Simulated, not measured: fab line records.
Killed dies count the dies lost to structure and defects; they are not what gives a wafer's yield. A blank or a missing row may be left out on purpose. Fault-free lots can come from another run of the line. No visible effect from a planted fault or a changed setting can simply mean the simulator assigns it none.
Chamber matching    flow n5_finfet    pecvd-01 running N5_BEOL_M11_PECVD_70: 3 sister chambers
The step deposits SiO2 from TEOS/O2, target thk 20 nm, time 22.7 s. 6 wafers are shown with their chamber, then 7 later ones without.

== EACH WAFER AND ITS CHAMBER ==
wafer   chamber  throttle_valve_pct (%)  showerhead_plenum_p_Torr (Torr)
L081.6  2        19.7                    8.81
L083.3  2        19.6                    8.80
L083.4  0        20.4                    8.74
L083.5  1        25.7                    8.71
L086.2  0        20.8                    8.71
L086.3  1        25.4                    8.72

== WAFERS MISSING THEIR CHAMBER ==
wafer   throttle_valve_pct (%)  showerhead_plenum_p_Torr (Torr)
L086.5  25.5                    8.74
L095.2  20.0                    8.82
L095.3  20.5                    8.69
L095.5  20.6                    8.75
L096.2  20.7                    8.75
L096.4  20.7                    8.73
L096.5  19.7                    8.80

== EACH ONE'S CHAMBER ==
wafer   from the rows above  in truth
L086.5  1                    1
L095.2  2                    2
L095.3  0                    0
L095.5  0                    0
L096.2  0                    0
L096.4  0                    0
L096.5  2                    2
Placed correctly: 7 of 7. From these rows, 0 cannot be placed. 0 placed wrongly.
How it was worked out, from the rows above alone: a wafer's distance from a chamber is the root of the sum, over the readings, of the square of ((its reading less the chamber's mean) divided by the reading's scatter). If the next closest chamber is less than 2 further off than the closest, the wafer can't be placed; otherwise it belongs to the closest. A chamber's mean is the mean of its shown wafers. How the scatter is found: for the shown wafers, subtract from each reading the mean of its chamber, square and add these, divide the total by (wafers less chambers), then take the root.
